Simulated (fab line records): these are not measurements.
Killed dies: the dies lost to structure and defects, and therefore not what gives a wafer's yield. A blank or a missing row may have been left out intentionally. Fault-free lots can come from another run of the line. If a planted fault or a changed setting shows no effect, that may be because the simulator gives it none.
Matching of chambers	flow n5_finfet	N5_DUMMY_GATE_TRIM_49 on rie_si-02: 4 sister chambers
The step chemistry O2, time 29 s, target cd 14 nm. 27 wafers are shown with their chamber, then 12 later ones without.

## WAFERS, EACH WITH ITS CHAMBER
wafer	chamber	throttle_valve_pct (%)	drypump_motor_current_A (A)	he_backside_leak_sccm (sccm)
L075.2	3	7.99	6.1	3.1
L075.4	2	8.20	6.3	2.9
L075.6	3	8.01	6.1	3.0
L078.3	0	8.40	5.2	3.3
L078.4	1	7.97	5.5	2.7
L078.5	3	7.99	6.1	3.2
L079.3	3	8.01	6.1	2.9
L079.4	3	8.01	6.1	2.9
L079.6	0	8.41	5.1	3.4
L080.1	0	8.42	5.1	3.3
L080.3	2	8.21	6.4	2.8
L080.6	2	8.21	6.3	2.9
L081.2	2	8.18	6.2	2.5
L081.3	1	7.97	5.5	2.6
L081.5	0	8.40	5.2	3.3
L082.1	2	8.20	6.3	2.7
L082.2	3	8.00	6.0	2.9
L082.4	0	8.38	5.1	3.4
L083.1	0	8.41	5.1	3.1
L083.2	3	8.00	6.0	2.7
L083.4	1	7.99	5.5	2.8
L084.1	2	8.20	6.3	2.8
L084.2	3	8.00	6.1	3.2
L084.6	0	8.42	5.2	3.3
L086.1	2	8.22	6.2	2.9
L086.3	1	7.99	5.5	2.7
L086.6	2	8.21	6.2	2.9

SIGNATURES (means of the wafers above)
reading	chamber 0	chamber 1	chamber 2	chamber 3	scatter within a chamber
throttle_valve_pct	8.4057	7.9800	8.2037	8.0013	0.0115
drypump_motor_current_A	5.143	5.500	6.275	6.075	0.054
he_backside_leak_sccm	3.300	2.700	2.800	2.987	0.137
Rule: for each reading, subtract the chamber's mean from the wafer's reading, divide by that reading's scatter and square the result; add these up over the readings and take the root, which gives the wafer's distance from the chamber. If the next closest chamber is less than 2 further off than the closest, the wafer can't be placed; otherwise it belongs to the closest. The scatter: take each reading less its chamber's mean, square it, sum over the shown wafers, divide by the number of wafers less the number of chambers, and take the root.

## WAFERS WHOSE CHAMBER IS MISSING
wafer	throttle_valve_pct (%)	drypump_motor_current_A (A)	he_backside_leak_sccm (sccm)
L090.1	8.01	6.0	2.8
L090.4	8.17	6.3	2.9
L090.5	7.97	5.5	2.7
L092.3	8.40	5.2	3.4
L092.4	7.98	5.5	2.7
L092.6	8.03	6.1	3.0
L093.1	8.22	6.3	2.8
L093.2	8.39	5.2	3.4
L093.4	8.02	6.0	3.2
L095.2	7.97	5.6	2.7
L095.3	8.00	6.1	2.8
L095.4	8.39	5.1	3.3

## EACH ONE'S CHAMBER
wafer	from the rows above	in truth
L090.1	3	3
L090.4	2	2
L090.5	1	1
L092.3	0	0
L092.4	1	1
L092.6	3	3
L093.1	2	2
L093.2	0	0
L093.4	3	3
L095.2	1	1
L095.3	3	3
L095.4	0	0
Correctly placed: 12 of 12. Left unplaced by these rows: 0. Wrongly placed: 0.
